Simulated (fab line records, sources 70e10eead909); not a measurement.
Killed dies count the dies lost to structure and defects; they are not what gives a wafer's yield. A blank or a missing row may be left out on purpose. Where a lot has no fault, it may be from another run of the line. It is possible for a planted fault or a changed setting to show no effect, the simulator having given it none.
Problem report, 8D (eight disciplines) form, completed by code    flow nand harc    the parts of the form that need people (team, actions taken, sign-off) are left out

1. WHAT WENT WRONG
Wafers without a fault read 630.05 C, standard deviation 0.27; susceptor temp C at NHARC_A_CHANNEL_FILL_D2_ALD_03 reads a mean of 607.32 C on 6 wafers belonging to 2 lots. Measured from the usual mean, that is -84 standard deviations.
The step: deposits SiNx, target thk 6 nm, pulse time 60 s, ald cycles 58.
First seen on wafer L379.1, day 16 18:38, on ald sin batch-03. At this step, 27 wafers from 9 lots have a number in the record. Rule for "out", or "out of limits": more than 4 standard deviations from the usual mean. All remaining wafers that have a number are taken as sound.

2. WHAT IT IS; WHAT IT IS NOT
question                     is                      is not
which readings at this step  susceptor temp C        precursor pulse height rel
which lots                   L379, L381              L372, L376, L378, L380, L391, L392, L394
which wafers of those lots   all that have a number  -
read on which tools          ald sin batch-03        ald sin batch-01, ald sin batch-02
when                         from day 16 18:38       up to then (9 sound wafers); but 12 sound wafers of L380, L391, L392, L394 came after

3. SUSPECTS, AND WHAT RULES EACH OUT
Counting: a tool at any process step up to the reading remains a suspect when it ran all the lots that are out and ran no sound lot after the first of those.
- har etch-01 at NHARC_A_CHANNEL_HOLE_D2_ETCH_21 (etches the open film in C4F8/O2/Ar, time 514.3 s, target depth 1600 nm): ruled out as a lasting fault. The sound lots L380, L391, L392, L394 went through it after L379, its earliest lot that is out (day 16 09:44).
- ald sin batch-03 at NHARC_A_CHANNEL_FILL_D2_ALD_03 (deposits SiNx, target thk 6 nm, pulse time 60 s, ald cycles 58): kept. It ran every lot that is out, first L379 (day 16 18:38), and no sound lot after that; its last sound lot up to then is L376 (day 15 11:55). Out on those wafers are its own readings of susceptor temp C.
Left after counting: ald sin batch-03 at NHARC_A_CHANNEL_FILL_D2_ALD_03.

4. THE CAUSE (what the simulator had put in)
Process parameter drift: ald sin batch-03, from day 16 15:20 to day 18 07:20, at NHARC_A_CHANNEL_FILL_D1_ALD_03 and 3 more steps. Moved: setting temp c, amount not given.
Only this tool survived the counting.

5. THE EFFECT CHAIN, in route order
Rows list readings where the struck wafers' mean (over those with a number) sits beyond 3 standard deviations from the usual. Only readings whose record carries a usual standard deviation are examined. hours: median over the lots of the time between each lot's start at the first step of this table that gives one and its start at this step. sigmas: the change, counted in usual standard deviations.
hours  step                            reading           usual     on struck wafers  change  sigmas
0      NHARC_A_CHANNEL_FILL_D2_ALD_03  susceptor temp C  630.05 C  607.32            -22.73  -84
Its process steps:
- NHARC_A_CHANNEL_FILL_D2_ALD_03: deposits SiNx, target thk 6 nm, pulse time 60 s, ald cycles 58.
At these later measuring or inspecting steps, every struck wafer for which the step has a row has a number for every such reading, and none has moved that far: NHARC_END_SORT_01.

6. WHAT WOULD HAVE CAUGHT IT SOONER
The fault began at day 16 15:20; the first out-of-limits reading in this record came at day 16 18:38, 3 hours later.
